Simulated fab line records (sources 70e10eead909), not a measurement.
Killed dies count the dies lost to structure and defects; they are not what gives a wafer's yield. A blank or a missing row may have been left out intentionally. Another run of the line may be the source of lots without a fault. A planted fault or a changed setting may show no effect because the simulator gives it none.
fab line records | flow nand_harc
[record] lots = 6 wafers = 18 last_day = 34
route steps=1302 shown A_CHANNEL_HOLE_D2@575 A_CHANNEL_FILL_D2@610 END@1302
lots untouched by any fault: they come from a run of this same line in which no faults occurred
start_h: hours from the record's opening day to when the first of the lot's shown wafers began | wait_h: how many hours have passed since the lot's step before this one | " repeats the value in the row above | L1.1+2: a row that stands for several wafers | - no value present, or no start provided | * or withheld: withheld | < > ~ a bound
route shown NAME@n: names a module that has steps shown in the file, with the first one's number in the route | usual: average and standard deviation across the fault-free wafers | same: alike in all rows | chamber/n: place in a boat | sites: readings site by site | _std_site: the values' standard deviation | _edge_site: inner sites' mean taken away from outer sites' mean | radius_mm: for every site, how far away it sits from the centre of the wafer | mask NAME#n: copy n | behind: the tool/chamber that last shaped the wafer | hold: why the lot was held/for how many hours/how that ended | device: names the non-switching transistor (n, p or np) | end of line: the same wafers' tests at the end of the route | a step with no rows: only its recipe | killed: the dies lost at the first sort to structure and to defects; this is not the yield of the wafer | map: dies across one wafer; x = killed, . = not, _ = none there
set.NAME: setting as actually run; set.NAME@STEP: the setting as run at that earlier step | model.NAME: the simulator's own value behind a step, which no gauge read
a table for each step, a row for each wafer; lots at some steps of the route
services: the hour from which a tool's chamber was out of use, counted from the record's first day as start_h (under 0 if before that day), plus the number of hours and why
[[steps]]
[step NHARC_A_CHANNEL_HOLE_D2_COAT_37]
[recipe] temp_c = 225 time_s = 65
[step NHARC_A_CHANNEL_HOLE_D2_COAT_04]
[recipe] spin_rpm = 1500 resist_thk_nm = 90
[step NHARC_A_CHANNEL_HOLE_D2_SOFTBAKE_05]
[recipe] temp_c = 105 time_s = 55
[step NHARC_A_CHANNEL_HOLE_D2_EBR_06]
[step NHARC_A_CHANNEL_HOLE_D2_EXPOSE_07]
[recipe] na = 1.35 target_cd_nm = 100 sigma_outer = 0.3 dose_mj = 59.65 mask_id = HOLE_D2
[step NHARC_A_CHANNEL_HOLE_D2_PEB_08]
[recipe] peb_temp_c = 100 peb_time_s = 65
[step NHARC_A_CHANNEL_HOLE_D2_DEVELOP_09]
[recipe] develop_time_s = 35 dev_temp_c = 23
[step NHARC_A_CHANNEL_HOLE_D2_CD_MEAS_10]
[recipe] target_cd_nm = 100 landing_energy_ev = 500
[usual] cd_nm = 99.5/0.64
// columns lot.wafer tool chamber start_h wait_h cd_nm
L682.1 cd_sem-02 0 349.37 - 98.8
L682.5 " 0 " " 99.1
L682.6 " 0 " " 99.4
L685.1 cd_sem-01 0 389.83 - 99.7
L685.2 " 0 " " 98.8
L685.5 " 0 " " 99.4
L687.2 cd_sem-03 0 397.84 - 98.8
L687.3 " 0 " " 99.3
L687.6 " 0 " " 99.5
L688.2 cd_sem-01 0 410.93 - 100.1
L688.5 " 0 " " 99.4
L688.6 " 0 " " 99.0
L691.2 cd_sem-01 0 439.02 - 99.8
L691.4 " 0 " " 99.4
L691.5 " 0 " " 99.7
L699.2 cd_sem-02 0 540.29 - 99.5
L699.3 " 0 " " 99.7
L699.6 " 0 " " 99.9
[step NHARC_A_CHANNEL_HOLE_D2_OVL_MEAS_11]
[usual] overlay_x_nm = 0.0/0.75 overlay_y_nm = -0.2/0.81
// columns lot.wafer tool chamber start_h wait_h overlay_x_nm overlay_y_nm
L682.1 overlay-01 - 349.47 - -1.0 -0.5
L682.5 " - " " -0.8 -0.2
L682.6 " - " " -0.6 -0.7
L685.1 overlay-02 - 389.92 - -0.9 -0.9
L685.2 " - " " -0.2 -1.4
L685.5 " - " " -0.7 -1.3
L687.2 overlay-01 - 397.92 - -0.3 2.0
L687.3 " - " " -0.5 2.2
L687.6 " - " " -0.1 1.5
L688.2 overlay-02 - 411.02 - 0.2 -0.8
L688.5 " - " " 0.1 0.0
L688.6 " - " " 0.1 -1.2
L691.2 overlay-01 - 439.10 - -0.2 -0.8
L691.4 " - " " -0.3 -1.1
L691.5 " - " " 0.2 -1.4
L699.2 overlay-02 - 540.37 - 0.0 -0.4
L699.3 " - " " -0.9 -1.1
L699.6 " - " " -0.3 -1.0
[step NHARC_A_CHANNEL_HOLE_D2_INSPECT_12]
[usual] raw_defect_count = 25/21
// columns lot.wafer tool chamber start_h wait_h raw_defect_count
L682.1 defect_inspect-02 - 349.51 0.0 10
L682.5 " - " " 9
L682.6 " - " " 3
L685.1 defect_inspect-01 - 389.96 0.0 15
L685.2 " - " " 10
L685.5 " - " " 12
L687.2 defect_inspect-02 - 397.96 0.0 67
L687.3 " - " " 56
L687.6 " - " " 55
L688.2 defect_inspect-02 - 411.06 0.0 12
L688.5 " - " " 16
L688.6 " - " " 16
L691.2 defect_inspect-01 - 439.14 0.0 16
L691.4 " - " " 21
L691.5 " - " " 15
L699.2 defect_inspect-01 - 540.41 0.0 6
L699.3 " - " " 3
L699.6 " - " " 3
[step NHARC_A_CHANNEL_HOLE_D2_DESCUM_15]
[recipe] time_s = 3 o2_flow_sccm = 200 ar_flow_sccm = 0 bias_power_w = 0 chemistry = O2
[step NHARC_A_CHANNEL_HOLE_D2_ETCH_38]
[recipe] target_depth_a = 390 over_etch_frac = 0.3 time_s = 65 ion_energy_ev = 80 cf4_flow_sccm = 150 ar_flow_sccm = 0 rf_w = 300 bias_w = 100 chemistry = CF4
[usual] drypump_motor_current_A = 5.4/0.46 oes_product_au = 1.002/0.013 rf_vpp_V = 151.4/1.2 showerhead_plenum_p_Torr = 1.78/0.057 throttle_valve_pct = 13.284/0.0092
// columns lot.wafer tool chamber start_h wait_h drypump_motor_current_A oes_product_au rf_hours_counter_h rf_vpp_V showerhead_plenum_p_Torr throttle_valve_pct
L682.1 rie_diel-06 0 349.67 0.1 5.3 1.009 1.3 150.8 1.77 13.298
L682.6 " 1 " " 5.0 0.993 - 153.3 1.84 13.275
L682.5 " 2 " " 5.3 1.015 - 150.2 1.72 13.293
L685.1 rie_diel-06 0 390.11 0.1 5.3 1.007 3.7 151.1 1.77 13.282
L685.2 " 2 " " 5.3 1.015 2.9 150.7 1.72 13.289
L685.5 " 3 " " 5.5 0.985 - 152.8 1.85 13.290
L687.3 rie_diel-06 2 398.13 0.1 5.4 1.016 3.5 150.5 1.72 13.276
L687.2 " 3 " " 5.5 0.986 3.8 152.2 1.85 13.272
L687.6 " 2 " " 5.4 1.008 - 150.0 1.72 13.290
L688.2 rie_diel-06 2 411.21 0.1 5.4 1.010 5.0 148.2 1.72 13.283
L688.6 " 1 " " 5.0 0.998 - 151.1 1.84 13.273
L688.5 " 2 " " 5.3 1.005 - 151.5 1.72 13.281
L691.2 rie_diel-10 2 439.29 0.1 5.1 1.014 0.2 153.0 1.83 13.279
L691.4 " 0 " " 5.3 1.008 0.2 149.9 1.66 13.278
L691.5 " 3 " " 5.2 1.006 - 151.4 1.79 13.268
L699.3 rie_diel-06 1 540.56 0.1 5.0 0.983 2.0 151.9 1.84 13.265
L699.2 " 2 " " 5.3 0.984 1.4 150.5 1.72 13.292
L699.6 " 0 " " 5.3 1.005 - 150.7 1.77 13.284
[step NHARC_A_CHANNEL_HOLE_D2_ETCH_39]
[recipe] target_depth_a = 2600 over_etch_frac = 0.3 time_s = 325 ion_energy_ev = 200 n2_flow_sccm = 150 h2_flow_sccm = 150 ar_flow_sccm = 0 rf_w = 400 bias_w = 150 chemistry = N2/H2
[usual] drypump_motor_current_A = 5.5/0.48 oes_product_au = 1.002/0.013 rf_vpp_V = 430.7/2.3 showerhead_plenum_p_Torr = 2.05/0.075 throttle_valve_pct = 14.171/0.0091
// columns lot.wafer tool chamber start_h wait_h drypump_motor_current_A oes_product_au rf_hours_counter_h rf_vpp_V showerhead_plenum_p_Torr throttle_valve_pct
L682.1 rie_diel-06 1 349.79 - 5.0 0.991 1.5 433.3 2.13 14.181
L682.6 " 3 " " 5.5 0.994 - 432.4 2.15 14.170
L682.5 " 0 " " 5.3 1.004 - 429.0 2.04 14.183
L685.2 rie_diel-06 3 390.24 - 5.5 0.987 3.4 434.5 2.15 14.178
L685.1 " 0 " " 5.3 1.007 3.8 431.6 2.04 14.174
L685.5 " 2 " " 5.4 1.011 - 429.1 1.98 14.192
L687.3 rie_diel-06 3 398.23 - 5.5 0.998 3.9 433.7 2.15 14.171
L687.2 " 2 " " 5.3 1.004 3.5 429.0 1.98 14.175
L687.6 " 0 " " 5.3 1.013 - 429.6 2.04 14.166
L688.2 rie_diel-06 0 411.29 - 5.3 1.009 6.0 432.2 2.04 14.183
L688.6 " 0 " " 5.3 1.020 - 428.9 2.04 14.174
L688.5 " 1 " " 5.0 0.995 - 433.6 2.13 14.164
L691.2 rie_diel-10 1 439.38 - 4.9 0.977 0.3 430.8 2.02 14.162
L691.4 " 2 " " 5.1 1.012 0.3 431.6 2.11 14.180
L691.5 " 1 " " 4.9 0.981 - 429.8 2.02 14.186
L699.2 rie_diel-06 3 540.65 - 5.6 0.987 1.8 434.9 2.14 14.174
L699.3 " 1 " " 5.0 0.988 2.1 433.8 2.13 14.170
L699.6 " 0 " " 5.3 1.007 - 430.3 2.04 14.180
[step NHARC_A_CHANNEL_HOLE_D2_ETCH_34]
[recipe] target_depth_a = 1540 time_s = 77 cf4_flow_sccm = 100 chf3_flow_sccm = 30 ar_flow_sccm = 0 rf_w = 500 bias_w = 200 chemistry = CF4/CHF3
[step NHARC_A_CHANNEL_HOLE_D2_ETCH_16]
[recipe] target_depth_a = 31000 over_etch_frac = 0.3 time_s = 806 ion_energy_ev = 150 o2_flow_sccm = 400 cos_flow_sccm = 20 ar_flow_sccm = 0 rf_w = 500 bias_w = 300 chemistry = O2/COS
[step NHARC_A_CHANNEL_HOLE_D2_CD_MEAS_18]
[usual] cd_nm = 99.1/2.8
// columns lot.wafer tool chamber start_h wait_h cd_nm
L682.1 cd_sem-03 - 350.67 - 101.3
L682.5 " - " " 99.6
L682.6 " - " " 100.2
L685.1 cd_sem-03 - 391.12 - 102.4
L685.2 " - " " 98.8
L685.5 " - " " 95.8
L687.2 cd_sem-03 - 399.34 - 97.7
L687.3 " - " " 98.4
L687.6 " - " " 102.0
L688.2 cd_sem-03 - 412.22 - 104.2
L688.5 " - " " 101.0
L688.6 " - " " 102.8
L691.2 cd_sem-03 - 440.31 - 101.6
L691.4 " - " " 96.1
L691.5 " - " " 97.8
L699.2 cd_sem-02 - 541.58 - 99.4
L699.3 " - " " 96.2
L699.6 " - " " 97.9
[step NHARC_A_CHANNEL_HOLE_D2_ETCH_19]
[recipe] bias_v = 1200 source_w = 2500 pressure_mtorr = 15 time_s = 34.5 ar_flow_sccm = 375 c4f8_flow_sccm = 28.8 o2_flow_sccm = 96.2 temp_c = -20 target_depth_a = * chemistry = C4F8/O2/Ar
[step NHARC_A_CHANNEL_HOLE_D2_ETCH_20]
[recipe] bias_v = 3000 source_w = withheld pressure_mtorr = 20 time_s = 361.9 ar_flow_sccm = 375 c4f8_flow_sccm = 89.3 o2_flow_sccm = 35.7 temp_c = -20 target_depth_a = 16000 chemistry = C4F8/O2/Ar
[step NHARC_A_CHANNEL_HOLE_D2_ETCH_21]
[recipe] bias_v = 3000 source_w = withheld pressure_mtorr = 20 time_s = 514.3 ar_flow_sccm = 375 c4f8_flow_sccm = 89.3 o2_flow_sccm = 35.7 temp_c = -20 target_depth_a = 16000 chemistry = C4F8/O2/Ar
[usual] drypump_motor_current_A = 5.1/0.49 showerhead_plenum_p_Torr = 3.66/0.04 throttle_valve_pct = 32.155/0.0093
// columns lot.wafer tool chamber start_h wait_h drypump_motor_current_A rf_hours_counter_h showerhead_plenum_p_Torr throttle_valve_pct
L682.1 har_etch-02 0 351.17 0.3 4.7 401 3.63 32.157
L682.5 " 0 " " 4.7 - 3.63 32.157
L682.6 " 1 " " 5.1 - 3.72 32.152
L685.2 har_etch-01 1 395.22 0.3 4.7 214 3.66 32.160
L685.1 " 0 " " 5.9 214 3.66 32.160
L685.5 " 1 " " 4.7 - 3.66 32.149
L687.2 har_etch-01 1 399.84 0.3 4.7 218 3.66 32.162
L687.3 " 0 " " 5.9 - 3.66 32.150
L687.6 " 0 " " 5.9 - 3.66 32.152
L688.2 har_etch-02 0 412.80 0.3 4.7 12 3.61 32.136
L688.6 " 1 " " 5.1 - 3.71 32.140
L688.5 " 0 " " 4.7 - 3.61 32.151
L691.2 har_etch-02 1 440.81 0.3 5.1 27 3.70 32.165
L691.4 " 1 " " 5.1 - 3.70 32.142
L691.5 " 1 " " 5.1 - 3.70 32.151
L699.2 har_etch-02 1 545.53 0.3 5.1 85 3.67 32.155
L699.3 " 0 " " 4.7 - 3.57 32.160
L699.6 " 0 " " 4.7 - 3.57 32.151
[step NHARC_A_CHANNEL_HOLE_D2_ETCH_22]
[recipe] bias_v = 3000 source_w = withheld pressure_mtorr = 20 time_s = 666.7 ar_flow_sccm = 375 c4f8_flow_sccm = 89.3 o2_flow_sccm = 35.7 temp_c = -20 target_depth_a = 16000 chemistry = C4F8/O2/Ar
[step NHARC_A_CHANNEL_HOLE_D2_ETCH_23]
[recipe] bias_v = 5000 source_w = withheld pressure_mtorr = 20 time_s = 819 ar_flow_sccm = 375 c4f8_flow_sccm = 89.3 o2_flow_sccm = 35.7 temp_c = -20 target_depth_a = 16000 chemistry = C4F8/O2/Ar
[step NHARC_A_CHANNEL_HOLE_D2_ETCH_24]
[recipe] bias_v = 5000 source_w = withheld pressure_mtorr = 20 time_s = 906.2 ar_flow_sccm = 375 c4f8_flow_sccm = 93.8 o2_flow_sccm = 31.2 temp_c = -20 target_depth_a = 15000 chemistry = C4F8/O2/Ar
[step NHARC_A_CHANNEL_HOLE_D2_ETCH_25]
[recipe] bias_v = 5000 source_w = withheld pressure_mtorr = 20 time_s = 1040.2 ar_flow_sccm = 375 c4f8_flow_sccm = 93.8 o2_flow_sccm = 31.2 temp_c = -20 target_depth_a = 15000 chemistry = C4F8/O2/Ar
[usual] drypump_motor_current_A = 5.1/0.49 showerhead_plenum_p_Torr = 3.65/0.04 throttle_valve_pct = 32.235/0.0093
// columns lot.wafer tool chamber start_h wait_h drypump_motor_current_A rf_hours_counter_h showerhead_plenum_p_Torr throttle_valve_pct
L682.1 har_etch-02 0 353.64 0.6 4.7 404 3.62 32.239
L682.5 " 0 " " 4.7 - 3.62 32.229
L682.6 " 1 " " 5.1 - 3.71 32.233
L685.2 har_etch-01 1 397.69 0.6 4.8 217 3.66 32.236
L685.1 " 0 " " 5.9 217 3.66 32.234
L685.5 " 1 " " 4.8 - 3.66 32.232
L687.2 har_etch-01 1 402.30 0.6 4.7 221 3.66 32.221
L687.3 " 0 " " 6.0 - 3.66 32.239
L687.6 " 0 " " 5.9 - 3.66 32.236
L688.2 har_etch-02 0 415.33 0.7 4.7 14 3.61 32.239
L688.6 " 1 " " 5.1 - 3.70 32.227
L688.5 " 0 " " 4.7 - 3.61 32.232
L691.2 har_etch-02 1 443.26 0.6 5.1 30 3.69 32.239
L691.4 " 1 " " 5.1 - 3.69 32.240
L691.5 " 1 " " 5.1 - 3.69 32.236
L699.2 har_etch-02 1 547.99 0.6 5.1 87 3.66 32.247
L699.3 " 0 " " 4.7 - 3.57 32.247
L699.6 " 0 " " 4.7 - 3.57 32.232
[step NHARC_A_CHANNEL_HOLE_D2_ETCH_26]
[recipe] bias_v = 300 source_w = 2000 pressure_mtorr = 30 time_s = 224.1 ar_flow_sccm = 375 c4f8_flow_sccm = 11.4 o2_flow_sccm = 113.6 temp_c = -20 target_depth_a = 3000 chemistry = C4F8/O2/Ar
[usual] drypump_motor_current_A = 5.1/0.49 showerhead_plenum_p_Torr = 3.70/0.042 throttle_valve_pct = 24.582/0.0095
// columns lot.wafer tool chamber start_h wait_h drypump_motor_current_A rf_hours_counter_h showerhead_plenum_p_Torr throttle_valve_pct
L682.1 har_etch-02 0 354.52 0.7 4.7 405 3.67 24.595
L682.5 " 0 " " 4.7 - 3.67 24.572
L682.6 " 1 " " 5.1 - 3.77 24.575
L685.2 har_etch-01 1 398.56 0.7 4.7 217 3.71 24.581
L685.1 " 0 " " 6.0 217 3.71 24.585
L685.5 " 1 " " 4.7 - 3.71 24.568
L687.2 har_etch-01 1 403.17 0.7 4.7 221 3.70 24.576
L687.3 " 0 " " 5.9 - 3.70 24.593
L687.6 " 0 " " 6.0 - 3.70 24.599
L688.2 har_etch-02 0 416.10 0.6 4.7 15 3.65 24.596
L688.6 " 1 " " 5.1 - 3.75 24.584
L688.5 " 0 " " 4.7 - 3.65 24.587
L691.2 har_etch-02 1 444.14 0.7 5.0 30 3.74 24.581
L691.4 " 1 " " 5.1 - 3.74 24.584
L691.5 " 1 " " 5.1 - 3.74 24.581
L699.2 har_etch-02 1 548.86 0.7 5.1 88 3.71 24.566
L699.3 " 0 " " 4.7 - 3.61 24.598
L699.6 " 0 " " 4.7 - 3.61 24.588
[step NHARC_A_CHANNEL_HOLE_D2_ETCH_27]
[recipe] bias_v = 400 source_w = 2000 pressure_mtorr = 25 time_s = 90 ar_flow_sccm = 375 c4f8_flow_sccm = 41.7 o2_flow_sccm = 83.3 temp_c = -20 target_depth_a = 4000 chemistry = C4F8/O2/Ar
[usual] drypump_motor_current_A = 5.1/0.49 showerhead_plenum_p_Torr = 3.70/0.041 throttle_valve_pct = 27.619/0.01
// columns lot.wafer tool chamber start_h wait_h drypump_motor_current_A rf_hours_counter_h showerhead_plenum_p_Torr throttle_valve_pct
L682.1 har_etch-02 0 354.72 0.2 4.7 405 3.66 27.624
L682.5 " 0 " " 4.7 - 3.66 27.635
L682.6 " 1 " " 5.1 - 3.76 27.618
L685.2 har_etch-01 1 398.77 0.2 4.7 218 3.70 27.637
L685.1 " 0 " " 5.9 218 3.70 27.611
L685.5 " 1 " " 4.8 - 3.70 27.599
L687.2 har_etch-01 1 403.37 0.2 4.7 221 3.70 27.630
L687.3 " 0 " " 5.9 - 3.70 27.611
L687.6 " 0 " " 5.9 - 3.70 27.637
L688.2 har_etch-02 0 416.29 0.2 4.7 15 3.65 27.619
L688.6 " 1 " " 5.1 - 3.74 27.611
L688.5 " 0 " " 4.7 - 3.65 27.616
L691.2 har_etch-02 1 444.34 0.2 5.1 31 3.74 27.623
L691.4 " 1 " " 5.1 - 3.74 27.616
L691.5 " 1 " " 5.1 - 3.74 27.616
L699.2 har_etch-02 1 549.06 0.2 5.1 88 3.70 27.620
L699.3 " 0 " " 4.7 - 3.61 27.603
L699.6 " 0 " " 4.7 - 3.61 27.626
[step NHARC_A_CHANNEL_HOLE_D2_STRIP_41]
[recipe] n2_flow_sccm = 150 h2_flow_sccm = 150 ar_flow_sccm = 0 bias_w = 0 chemistry = N2/H2
[step NHARC_A_CHANNEL_HOLE_D2_STRIP_42]
[recipe] cf4_flow_sccm = 100 chf3_flow_sccm = 30 ar_flow_sccm = 0 bias_w = 0 chemistry = CF4/CHF3
[step NHARC_A_CHANNEL_HOLE_D2_STRIP_43]
[recipe] o2_flow_sccm = 400 cos_flow_sccm = 20 ar_flow_sccm = 0 bias_w = 0 chemistry = O2/COS
[step NHARC_A_CHANNEL_HOLE_D2_ETCH_44]
[recipe] target_depth_a = 1400 overetch_a = 140 time_s = 77 ion_energy_ev = 100 cf4_flow_sccm = 80 o2_flow_sccm = 20 ar_flow_sccm = 0 rf_w = 300 bias_w = 100 chemistry = CF4/O2
[step NHARC_A_CHANNEL_HOLE_D2_STRIP_28]
[recipe] o2_flow_sccm = 500 ar_flow_sccm = 0 bias_w = 0 chemistry = O2
[step NHARC_A_CHANNEL_HOLE_D2_PRECLEAN_29]
[recipe] time_s = * temp_c = 50 bath_age_min = 0 chemistry = SC1
[step NHARC_A_CHANNEL_HOLE_D2_SRD_30]
[step NHARC_A_CHANNEL_HOLE_D2_CD_MEAS_31]
[usual] cd_nm = 89.7/2
// columns lot.wafer tool chamber start_h wait_h cd_nm
L682.1 cd_sem-02 - 356.26 - 90.8
L682.5 " - " " 91.7
L682.6 " - " " 86.9
L685.1 cd_sem-02 - 400.30 - 92.0
L685.2 " - " " 90.5
L685.5 " - " " 90.2
L687.2 cd_sem-02 - 405.08 - 91.3
L687.3 " - " " 88.3
L687.6 " - " " 87.5
L688.2 cd_sem-03 - 417.81 - 89.8
L688.5 " - " " 90.6
L688.6 " - " " 92.3
L691.2 cd_sem-01 - 445.88 - 88.5
L691.4 " - " " 87.1
L691.5 " - " " 88.7
L699.2 cd_sem-02 - 550.61 - 93.4
L699.3 " - " " 87.0
L699.6 " - " " 86.0
[step NHARC_A_CHANNEL_HOLE_D2_XSEM_32]
[recipe] landing_energy_ev = 35000
[step NHARC_A_CHANNEL_HOLE_D2_INSPECT_40]
[usual] raw_defect_count = 290/84
// columns lot.wafer tool chamber start_h wait_h raw_defect_count
L682.1 defect_inspect-01 - 356.48 - 353
L682.5 " - " " 304
L682.6 " - " " 332
L685.1 defect_inspect-02 - 400.49 - 154
L685.2 " - " " 195
L685.5 " - " " 246
L687.2 defect_inspect-01 - 405.26 - 727
L687.3 " - " " 706
L687.6 " - " " 665
L688.2 defect_inspect-02 - 418.00 - 712
L688.5 " - " " 736
L688.6 " - " " 702
L691.2 defect_inspect-01 - 446.06 - 277
L691.4 " - " " 347
L691.5 " - " " 198
L699.2 defect_inspect-02 - 550.80 - 233
L699.3 " - " " 134
L699.6 " - " " 110
[step NHARC_A_CHANNEL_FILL_D2_PRECLEAN_00]
[recipe] time_s = * temp_c = 50 bath_age_min = 0 chemistry = SC1
[step NHARC_END_SORT_01]
[recipe] temp_c = 25
[usual] killed_at_array = 56/17 killed_at_other = 1.2/1.4 killed_at_periphery = 4/3.2 killed_dies = 61/16 killed_open = 3.6/2.1 killed_short = 2.7/1.8
[same] gross_dies = 677
// columns lot.wafer tool chamber start_h wait_h killed_at_array killed_at_other killed_at_periphery killed_dies killed_open killed_short
L687.2 prober-01 0 684.93 2.8 97 0 4 101 4 1
L687.3 prober-01 0 685.73 3.1 117 0 4 121 3 1
L687.6 prober-01 0 688.13 4.0 115 0 2 117 2 3
L688.2 prober-02 0 707.38 2.9 104 1 7 112 7 5
L688.5 prober-02 0 709.79 3.7 123 0 3 126 9 2
L688.6 prober-02 0 710.59 4.0 99 0 3 102 5 3
// killed by level:class
L687.2 A_CHANNEL_HOLE_D2:unspecified=32 A_SLIT:chamber_film_flake=25 A_CHANNEL_HOLE_D1:chamber_film_flake=23 A_CHANNEL_HOLE_D2:chamber_film_flake=8 P_M1:chamber_film_flake=2 A_DECK1_JOINT:chamber_film_flake=2 P_GATE:geometric_particle:short=1 P_CONTACT:geometric_particle:open=1
L687.3 A_CHANNEL_HOLE_D2:unspecified=52 A_CHANNEL_HOLE_D1:chamber_film_flake=23 A_SLIT:chamber_film_flake=20 A_CHANNEL_HOLE_D2:chamber_film_flake=11 A_ZERO_WELL:chamber_film_flake=3 P_ZERO_WELL:chamber_film_flake=2 A_STAIRCASE:chamber_film_flake=2 A_CONTACT:chamber_film_flake=2
L687.6 A_CHANNEL_HOLE_D2:unspecified=41 A_SLIT:chamber_film_flake=27 A_CHANNEL_HOLE_D1:chamber_film_flake=18 A_CHANNEL_HOLE_D2:chamber_film_flake=17 A_ONON_D2:geometric_particle:short=2 A_CONTACT:chamber_film_flake=2 A_DECK1_JOINT:chamber_film_flake=2 A_STAIRCASE:chamber_film_flake=2
L688.2 A_CHANNEL_HOLE_D2:unspecified=43 A_SLIT:chamber_film_flake=30 P_M2:chamber_film_flake=5 A_CHANNEL_HOLE_D1:chamber_film_flake=5 A_CONTACT:chamber_film_flake=5 A_ONON_D2:geometric_particle:open=3 A_CHANNEL_FILL_D2:geometric_particle:open=2 A_ZERO_WELL:chamber_film_flake=2
L688.5 A_CHANNEL_HOLE_D2:unspecified=61 A_SLIT:chamber_film_flake=33 A_CONTACT:chamber_film_flake=7 A_CHANNEL_FILL_D1:chamber_film_flake=4 A_CHANNEL_HOLE_D1:chamber_film_flake=3 P_GATE:geometric_particle:open=2 A_ONON_D1:geometric_particle:open=2 A_WL_FILL:geometric_particle:short=2
L688.6 A_CHANNEL_HOLE_D2:unspecified=45 A_SLIT:chamber_film_flake=26 A_CONTACT:chamber_film_flake=12 A_CHANNEL_HOLE_D1:chamber_film_flake=4 P_M0:geometric_particle:open=2 A_CHANNEL_FILL_D1:chamber_film_flake=2 P_CONTACT:geometric_particle:open=1 A_ONON_D2:geometric_particle:short=1
// map L687.3 (x killed, . not)
____________.____________
_________......._________
_______..........._______
______.............______
_____..............._____
____.........x.......____
____x......x.........____
___xx.x...x...........___
___xxxx.x.............___
__xxxxx................__
__xxxxx................__
_xxxx.xx.....x.........._
_xxxxxx................x_
_xxxxxx...............x._
_xxxxx.......x.........._
_x.xxx.................._
xxx....................x.
x.x....................x.
...x.....................
.........................
...x.....................
_......................._
_.................xxx..._
_..............x...xx.x._
_..x...........x.x......_
_....x.........x........_
__.x............xx.....__
__.xx..x...x..x.xx.x.x.__
___xxxx.........xx..x.___
___xxxxx.......xxxx...___
____xx...x....xxx...x____
____xx...........x...____
_____xx.......x.xx.._____
______xxx..........______
_______......x...._______
_________......._________
____________.____________
// map L688.5 (x killed, . not)
____________.____________
_________......._________
_______..........._______
______.............______
_____........x......_____
____...x.............____
____..........x......____
___.x.....x........x..___
___...................___
__.......x.............__
__..........x..........__
_......x................_
_......................._
_..................x...._
_......................._
_......................._
.................x..x....
..................x......
...xx.............xx.....
x.xx.x...................
.xxx..x...........xx.....
_xxxxxxx.........x.x..xx_
_xxxxxxxx........x.xxx.._
_xxxxxxx.........xxxxxx._
_xxxxxxx.........x.xx.x._
_xxxxxxx.........xxxxx.._
__xxxxxx......x..xxxx..__
__xxxxx.........xxxxxx.__
___xxx...........x.xx.___
___xxx..........x.xxx.___
____x..............x.____
____x..x.........x...____
_____..............._____
______.............______
_______..........._______
_________......._________
____________.____________
[[services]]
// columns tool chamber start_h hours kind
rie_diel-06 0 340.70 - clean
rie_diel-06 1 340.70 - clean
rie_diel-10 - 364.83 0.8 repair
har_etch-02 - 379.36 17.0 pm
har_etch-02 0 379.36 17.0 vent_cycle
har_etch-02 1 379.36 17.0 vent_cycle
har_etch-02 0 396.36 - clean
har_etch-02 0 396.36 - consumable_replace:esc
har_etch-02 0 396.36 - consumable_replace:focus_ring
har_etch-02 1 396.36 - clean
rie_diel-06 1 397.16 12.5 repair
rie_diel-10 - 419.50 9.0 pm
har_etch-02 - 428.05 0.5 repair
rie_diel-10 2 430.70 2.5 repair
rie_diel-06 1 445.99 5.6 repair
rie_diel-10 1 456.56 7.0 repair
har_etch-01 - 458.81 3.2 repair
rie_diel-10 0 462.22 11.4 repair
rie_diel-06 3 464.42 3.4 repair
rie_diel-06 - 484.20 9.0 pm
rie_diel-10 - 492.08 1.9 repair
rie_diel-06 2 501.97 6.2 repair
rie_diel-10 - 526.87 2.3 repair
rie_diel-10 2 542.24 5.4 repair
[[key]]
[first_sign] step = NHARC_A_CHANNEL_HOLE_D2_INSPECT_40 reading = raw_defect_count direction = up sigmas = 5 usual = 290 struck = 708
[effect] step = NHARC_END_SORT_01 reading = killed_at_array direction = up sigmas = 3.2 usual = 56 struck = 109
[more_kills_born_at] NHARC_A_CHANNEL_HOLE_D2_ETCH_39@rie_diel-06 = 274
met_at NHARC_A_CHANNEL_HOLE_D2_ETCH_39
struck_wafers L687.2,L687.3,L687.6,L688.2,L688.5,L688.6
tester_left_out L687,L688
onset_between 390.24 398.23
[fault] kind = chamber_particle_source tool = rie_diel-06 chamber = - onset_h = 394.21 steps = NHARC_A_CHANNEL_HOLE_D2_ETCH_39 rate_per_visit_cm2 = 0.64362 end_h = 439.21
// tester_left_out: of these lots the tester's yield and bins aren't shown, on N5 and GAA mostly nor the transistor test; their killed dies are dies lost to structure and defects alone, not to doping, threshold or leakage, so they don't give the yield
